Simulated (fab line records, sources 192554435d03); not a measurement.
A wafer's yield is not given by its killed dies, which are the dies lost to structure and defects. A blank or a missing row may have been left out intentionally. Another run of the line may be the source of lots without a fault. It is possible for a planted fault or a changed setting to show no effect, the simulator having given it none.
Which of the tools did it?	flow n5_finfet	11 lots with 33 wafers sampled at 4 steps, on a route of 1938 steps

WHAT THE GAUGES READ, wafer by wafer
N5_BEOL_M14_CD_MEAS_28: the cd target is 284.4 nm. Usual: cd_nm at 284.8 nm, with a standard deviation of 1.7.
lot	measured	on	cd_nm (nm)	flag
L595	day 11 23:12	cd_sem-03	287.6 285.3 285.1	
L597	day 12 01:43	cd_sem-02	283.2 284.1 284.6	
L596	day 12 12:34	cd_sem-02	286.2 285.4 287.7	
L603	day 13 13:17	cd_sem-03	281.2 281.3 282.9	
L598	day 13 19:28	cd_sem-03	282.9 286.8 286.5	
L604	day 14 02:08	cd_sem-03	284.7 282.2 284.8	
L613	day 16 08:06	cd_sem-02	284.8 285.0 283.7	
L615	day 16 21:03	cd_sem-02	286.0 286.2 283.2	
L616	day 16 21:13	cd_sem-01	285.1 285.7 282.7	
L617	day 16 21:15	cd_sem-03	282.7 283.4 284.5	
L618	day 16 23:53	cd_sem-02	283.8 283.6 284.9	

WHAT TOOL EACH LOT RAN ON (gives the tool, then ch and the chambers of the sampled wafers, and finally the start)
lot	N5_BEOL_M14_STRIP_63	N5_BEOL_M14_STRIP_64	N5_BEOL_M14_COAT_65
L595	rie_diel-05 ch 0,1,3, day 11 22:55 or earlier	rie_diel-05 ch 0,1,3, day 11 22:55 or earlier	litho_track-01 ch 0, day 11 22:55
L597	rie_diel-05 ch 0,2,3, day 12 01:26 or earlier	rie_diel-05 ch 0,2,3, day 12 01:26 or earlier	litho_track-04 ch 0, day 12 01:26
L596	rie_diel-03 ch 0,2,3, day 12 12:08 or earlier	rie_diel-03 ch 0,2,3, day 12 12:08 or earlier	litho_track-01 ch 0, day 12 12:08
L603	rie_diel-04 ch 0,2,3, day 13 12:59 or earlier	rie_diel-04 ch 0,2,3, day 13 12:59 or earlier	litho_track-03 ch 0, day 13 12:59
L598	rie_diel-03 ch 0,1, day 13 19:10 or earlier	rie_diel-03 ch 0,1, day 13 19:10 or earlier	litho_track-03 ch 0, day 13 19:10
L604	rie_diel-04 ch 0,2,3, day 14 01:51 or earlier	rie_diel-04 ch 0,2,3, day 14 01:51 or earlier	litho_track-04 ch 0, day 14 01:51
L613	rie_diel-03 ch 1,2, day 16 07:41 or earlier	rie_diel-03 ch 1,2, day 16 07:41 or earlier	litho_track-01 ch 0, day 16 07:41
L615	rie_diel-04 ch 0,1,3, day 16 20:46 or earlier	rie_diel-04 ch 0,1,3, day 16 20:46 or earlier	litho_track-01 ch 0, day 16 20:46
L616	rie_diel-03 ch 1,2, day 16 20:47 or earlier	rie_diel-03 ch 1,2, day 16 20:47 or earlier	litho_track-04 ch 0, day 16 20:47
L617	rie_diel-05 ch 0,1,3, day 16 20:52 or earlier	rie_diel-05 ch 0,1,3, day 16 20:52 or earlier	litho_track-03 ch 0, day 16 20:52
L618	rie_diel-03 ch 1,2, day 16 23:28 or earlier	rie_diel-03 ch 1,2, day 16 23:28 or earlier	litho_track-03 ch 0, day 16 23:28
- N5_BEOL_M14_STRIP_63: strips in O2.
- N5_BEOL_M14_STRIP_64: strips in O2.
- N5_BEOL_M14_COAT_65: time 60 s, resist thk 450 nm.

AS READ BY THE TOOLS THEMSELVES (means over the sampled wafers that have a number; for cases with no such wafer, the mark the record gives instead)
N5_BEOL_M14_STRIP_63. Usual: drypump_motor_current_A 5.5 A, standard deviation 0.57; oes_product_au 0.79 a.u., standard deviation 0.073; rf_vpp_V 3.5 V, standard deviation 0.81; showerhead_plenum_p_Torr 2.06 Torr, standard deviation 0.08; throttle_valve_pct 16.73 %, standard deviation 0.17.
lot	tool	drypump_motor_current_A (A)	oes_product_au (a.u.)	rf_vpp_V (V)	showerhead_plenum_p_Torr (Torr)	throttle_valve_pct (%)	flag
L595	rie_diel-05	5.2	0.78	4.0	2.02	16.73	
L597	rie_diel-05	5.3	0.76	4.1	2.05	16.78	
L596	rie_diel-03	5.2	0.79	3.2	2.01	16.72	
L603	rie_diel-04	6.1	0.85	4.0	2.16	16.53	
L598	rie_diel-03	6.0	0.91	3.0	2.11	16.71	
L604	rie_diel-04	6.1	0.84	3.9	2.15	16.57	
L613	rie_diel-03	5.8	0.87	4.0	2.11	16.65	
L615	rie_diel-04	6.2	0.78	4.0	2.19	16.66	
L616	rie_diel-03	5.3	0.85	3.0	2.08	16.62	
L617	rie_diel-05	5.2	0.74	3.1	2.01	16.80	
L618	rie_diel-03	5.3	0.85	3.2	2.08	16.61	

N5_BEOL_M14_STRIP_64. Usual: drypump_motor_current_A 5.5 A, standard deviation 0.57; oes_product_au 0.80 a.u., standard deviation 0.073; rf_vpp_V 3.6 V, standard deviation 0.48; showerhead_plenum_p_Torr 2.06 Torr, standard deviation 0.079; throttle_valve_pct 16.73 %, standard deviation 0.17.
lot	tool	drypump_motor_current_A (A)	oes_product_au (a.u.)	rf_vpp_V (V)	showerhead_plenum_p_Torr (Torr)	throttle_valve_pct (%)	flag
L595	rie_diel-05	5.2	0.77	3.9	2.02	16.73	
L597	rie_diel-05	5.3	0.75	3.7	2.05	16.77	
L596	rie_diel-03	5.2	0.79	3.4	2.01	16.73	
L603	rie_diel-04	6.0	0.85	3.5	2.16	16.53	
L598	rie_diel-03	6.0	0.90	3.7	2.11	16.72	
L604	rie_diel-04	6.0	0.84	4.0	2.16	16.53	
L613	rie_diel-03	5.8	0.87	3.7	2.11	16.65	
L615	rie_diel-04	6.1	0.78	3.5	2.19	16.67	
L616	rie_diel-03	5.3	0.85	4.0	2.08	16.62	
L617	rie_diel-05	5.2	0.74	3.1	2.01	16.82	
L618	rie_diel-03	5.3	0.84	3.9	2.08	16.62	

N5_BEOL_M14_COAT_65. Usual: heater_power_total_W 500.6 W, standard deviation 1.8; plate_temp_C 249.99 C, standard deviation 0.18; spin_speed_rpm 1500.2 rpm, standard deviation 0.89.
lot	tool	heater_power_total_W (W)	plate_temp_C (C)	spin_speed_rpm (rpm)	flag
L595	litho_track-01	500.7	250.14	1500.2	
L597	litho_track-04	501.7	249.74	1499.1	
L596	litho_track-01	499.1	249.78	1500.5	
L603	litho_track-03	498.7	250.02	1499.2	
L598	litho_track-03	500.3	249.81	1499.7	
L604	litho_track-04	503.0	250.10	1500.4	
L613	litho_track-01	470.5	237.38	1500.5	OFF
L615	litho_track-01	471.6	237.54	1501.3	OFF
L616	litho_track-04	500.8	249.96	1500.2	
L617	litho_track-03	500.2	249.94	1500.8	
L618	litho_track-03	500.9	249.91	1500.6	

THE ANSWER, worked out from the rows above alone
Rule: a lot counts as off when the mean over its wafers that have a number is more than 3 standard deviations away from the usual mean. Also off: a lot with no number at a reading for which 4 or more lots have one. The other lots that the step has rows for count as sound. The gauges are gone through in route order, then the tools' own readings, and for those a lot's mean is taken as printed above. The first step at which some lot is off is used, and at that step the reading that is off furthest; a lot without a number counts as furthest.
Off: L613, L615, at N5_BEOL_M14_COAT_65 (plate_temp_C).
A tool fits if, at that step or a process step before it, it ran every lot that is off, and no sound lot after the first of them. N5_BEOL_M14_STRIP_63: start missing for some lots; hours and lot order therefore follow N5_BEOL_M14_COAT_65. N5_BEOL_M14_STRIP_64: start missing for some lots; hours and lot order therefore follow N5_BEOL_M14_COAT_65. One fits: litho_track-01 at N5_BEOL_M14_COAT_65. A fault onset in the window from L596 (day 12 12:08, its last sound lot) to L613 (day 16 07:41, its first lot off) fits.
The tool's own readings at N5_BEOL_M14_COAT_65 bear it out: on the lots that are off they differ by more than 5 times the standard deviation of the sound lots' means. heater_power_total_W reads 471.1 W there against 500.6 W on the sound lots; plate_temp_C reads 237.46 C there against 249.93 C on the sound lots.

WHAT THE SIMULATOR PUT IN
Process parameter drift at N5_BEOL_M14_COAT_65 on litho_track-01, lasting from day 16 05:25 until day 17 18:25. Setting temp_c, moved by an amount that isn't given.
Shown lots that were struck: L613, L615. The rule above found the same.
